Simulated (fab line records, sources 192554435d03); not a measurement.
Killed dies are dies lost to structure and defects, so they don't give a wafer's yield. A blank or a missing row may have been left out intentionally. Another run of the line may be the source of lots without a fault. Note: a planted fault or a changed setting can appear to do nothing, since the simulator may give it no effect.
Which tool is to blame?	flow n5_finfet	Sampling: 10 lots, 29 wafers, 7 of 1938 route steps

## WHAT EACH GAUGE READ, for each wafer
N5_BEOL_M13_CD_MEAS_28: target cd 209.5 nm. Usual: cd_nm 209.8 nm, standard deviation 1.3.
lot	measured	on	cd_nm (nm)	flag
L986	day 11 04:41	cd_sem-02	208.3 209.4 207.6	
L987	day 11 15:44	cd_sem-02	211.4 208.7 211.2	
L988	day 11 15:54	cd_sem-03	208.2 210.7 209.4	
L992	day 13 05:21	cd_sem-01	211.6 210.8 208.8	
L996	day 14 00:16	cd_sem-02	208.6 208.6 210.9	
L997	day 14 03:44	cd_sem-03	210.2 208.2 207.2	
L100	day 15 09:04	cd_sem-02	208.9 211.3 209.5	
L101	day 15 16:06	cd_sem-02	209.9 210.8 210.7	
L103	day 15 23:22	cd_sem-02	208.6 208.5 208.0	
L102	day 16 15:03	cd_sem-03	210.3 209.1	

N5_BEOL_M13_INSPECT_30: inspects for defects (macro). Usual: raw_defect_count 1.9, standard deviation 1.4.
lot	measured	on	raw_defect_count	flag
L986	day 11 04:45	defect_inspect-01	2 1 5	
L987	day 11 15:47	defect_inspect-02	2 2 2	
L988	day 11 15:57	defect_inspect-01	2 1 2	
L992	day 13 05:25	defect_inspect-01	2 2 0	
L996	day 14 00:19	defect_inspect-02	3 0 1	
L997	day 14 03:47	defect_inspect-02	2 3 1	
L100	day 15 09:08	defect_inspect-02	0 2 0	
L101	day 15 16:09	defect_inspect-01	3 3 1	
L103	day 15 23:25	defect_inspect-02	2 4 3	
L102	day 16 15:06	defect_inspect-02	0 1	

N5_BEOL_M13_OCD_MEAS_35. Usual: trench_depth_nm 414 nm, standard deviation 5.5.
lot	measured	on	trench_depth_nm (nm)	flag
L986	day 11 05:37	ocd-02	409 415 406	
L987	day 11 16:24	ocd-01	413 409 415	
L988	day 11 16:34	ocd-02	405 420 407	
L992	day 13 06:01	ocd-02	404 413 410	
L996	day 14 00:56	ocd-02	411 402 411	
L997	day 14 04:24	ocd-01	415 416 415	
L100	day 15 09:44	ocd-02	424 418 418	
L101	day 15 16:46	ocd-01	412 412 409	
L103	day 16 00:19	ocd-02	418 658 417	OFF
L102	day 16 15:43	ocd-01	419 658	OFF

N5_BEOL_M13_THK_MEAS_50: measures by xrf. Usual: M13_THK typically reads 426 nm, with standard deviation 6.5.
lot	measured	on	M13_THK (nm)	flag
L986	day 11 09:34	film_metro-02	421 426 416	
L987	day 11 18:27	film_metro-02	428 424 434	
L988	day 11 19:02	film_metro-01	417 432 417	
L992	day 13 09:02	film_metro-02	412 422 419	
L996	day 14 03:01	film_metro-02	423 419 427	
L997	day 14 08:35	film_metro-02	430 432 431	
L100	day 15 12:55	film_metro-01	436 429 428	
L101	day 15 19:56	film_metro-01	432 430 429	
L103	day 16 03:10	film_metro-01	424 667 424	OFF
L102	day 16 19:38	film_metro-02	429 671	OFF

N5_BEOL_M13_RS_MEAS_54: the measuring method here is four-point-probe. Usual: M13_RS typically reads 0.0449 ohm/sq, with standard deviation 0.00062.
lot	measured	on	M13_RS (ohm/sq)	flag
L986	day 11 09:41	film_metro-01	0.0454 0.0448 0.0459	
L987	day 11 18:35	film_metro-01	0.0449 0.0451 0.0444	
L988	day 11 19:09	film_metro-01	0.0461 0.0444 0.0458	
L992	day 13 09:10	film_metro-01	0.0460 0.0451 0.0453	
L996	day 14 03:08	film_metro-02	0.0453 0.0460 0.0452	
L997	day 14 08:43	film_metro-02	0.0447 0.0443 0.0447	
L100	day 15 13:02	film_metro-01	0.0437 0.0444 0.0445	
L101	day 15 20:04	film_metro-02	0.0448 0.0449 0.0452	
L103	day 16 03:17	film_metro-01	0.0448 0.0282 0.0450	OFF
L102	day 16 19:46	film_metro-02	0.0441 0.0281	OFF

## WHICH TOOL RAN EACH LOT (tool, then ch and the chambers of the sampled wafers, then the start)
lot	N5_BEOL_M13_TRENCH_ETCH_34	N5_BEOL_M13_SPUTTER_43
L986	rie_diel-03 ch 0,3, day 11 05:26	pvd_sputter-01, day 11 08:32
L987	rie_diel-02 ch 0,2, day 11 16:14	pvd_sputter-01, day 11 17:25
L988	rie_diel-01 ch 1,3, day 11 16:23	pvd_sputter-01, day 11 17:59
L992	rie_diel-01 ch 0,2,3, day 13 05:50	pvd_sputter-01, day 13 07:41
L996	rie_diel-01 ch 0,3, day 14 00:46	pvd_sputter-03, day 14 01:47
L997	rie_diel-02 ch 1,3, day 14 04:14	pvd_sputter-02, day 14 06:59
L100	rie_diel-03 ch 0,3, day 15 09:34	pvd_sputter-02, day 15 11:53
L101	rie_diel-02 ch 1,2,3, day 15 16:35	pvd_sputter-02, day 15 18:47
L103	rie_diel-01 ch 0,1,3, day 16 00:09	pvd_sputter-03, day 16 01:59
L102	rie_diel-01 ch 0,3, day 16 15:32	pvd_sputter-02, day 16 18:25
- N5_BEOL_M13_TRENCH_ETCH_34: etches SiOC in C4F8/O2/Ar, target depth 413.47 nm, time 162.6 s.
- N5_BEOL_M13_SPUTTER_43: material TaN, target thk 15 nm, time 24.19 s.

## WHAT THE TOOLS THEMSELVES READ (means of the sampled wafers that have a number; where no wafer has one, the mark that the record gives instead)
N5_BEOL_M13_TRENCH_ETCH_34. Usual: drypump_motor_current_A 5.8 A, standard deviation 0.5; oes_product_au 0.80 a.u., standard deviation 0.1; rf_vpp_V 666 V, standard deviation 3.5; showerhead_plenum_p_Torr 3.44 Torr, standard deviation 0.13; throttle_valve_pct 24.21 %, standard deviation 0.28.
lot	tool	drypump_motor_current_A (A)	oes_product_au (a.u.)	rf_vpp_V (V)	showerhead_plenum_p_Torr (Torr)	throttle_valve_pct (%)	flag
L986	rie_diel-03	5.5	0.70	667	3.46	24.59	
L987	rie_diel-02	5.4	0.79	662	3.30	24.11	
L988	rie_diel-01	6.6	0.69	663	3.35	24.13	
L992	rie_diel-01	5.9	0.83	666	3.44	24.23	
L996	rie_diel-01	6.3	0.73	668	3.50	24.34	
L997	rie_diel-02	5.8	0.80	668	3.54	24.22	
L100	rie_diel-03	5.5	0.87	667	3.45	24.36	
L101	rie_diel-02	5.8	0.81	669	3.53	24.05	
L103	rie_diel-01	6.3	0.91	669	3.53	24.11	
L102	rie_diel-01	6.0	0.90	667	3.48	24.30	

N5_BEOL_M13_SPUTTER_43. Usual: cathode_dc_power_W 15000 W, standard deviation 2.9; throttle_valve_pct 29.8 %, standard deviation 1.
lot	tool	cathode_dc_power_W (W)	throttle_valve_pct (%)	flag
L986	pvd_sputter-01	15001	29.8	
L987	pvd_sputter-01	15000	29.9	
L988	pvd_sputter-01	15000	30.0	
L992	pvd_sputter-01	15000	29.3	
L996	pvd_sputter-03	15000	30.1	
L997	pvd_sputter-02	14999	28.6	
L100	pvd_sputter-02	15001	28.4	
L101	pvd_sputter-02	14999	29.7	
L103	pvd_sputter-03	15000	30.1	
L102	pvd_sputter-02	15000	28.2	

## THE ANSWER, worked out from the rows above alone
Rule: a lot counts as off when the mean over its wafers that have a number is more than 3 standard deviations away from the usual mean. A lot without any number at a reading at which 4 lots or more have one is off too. Any other lot the step has rows for is counted as sound. The gauges are gone through in route order, then the tools' own readings, and for those a lot's mean is taken as printed above. The first step at which some lot is off is used, and at that step the reading that is off furthest; a lot without a number counts as furthest.
Off at N5_BEOL_M13_OCD_MEAS_35 (trench_depth_nm): L103, L102.
If a tool, at a process step before that reading, ran all the lots that are off and no sound lot after the first of them, it fits. The gauges at N5_BEOL_M13_OCD_MEAS_35 aren't tried: what is off there is off at N5_BEOL_M13_THK_MEAS_50 too, on other tools, and a gauge's error can't cause that. One fits: rie_diel-01 at N5_BEOL_M13_TRENCH_ETCH_34. A fault onset in the window from L996 (day 14 00:46, its last sound lot) to L103 (day 16 00:09, its first lot off) fits.

## WHAT HAD BEEN PUT IN BY THE SIMULATOR
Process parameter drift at N5_BEOL_M13_TRENCH_ETCH_34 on rie_diel-01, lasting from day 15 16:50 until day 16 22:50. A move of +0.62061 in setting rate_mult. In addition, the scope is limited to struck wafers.
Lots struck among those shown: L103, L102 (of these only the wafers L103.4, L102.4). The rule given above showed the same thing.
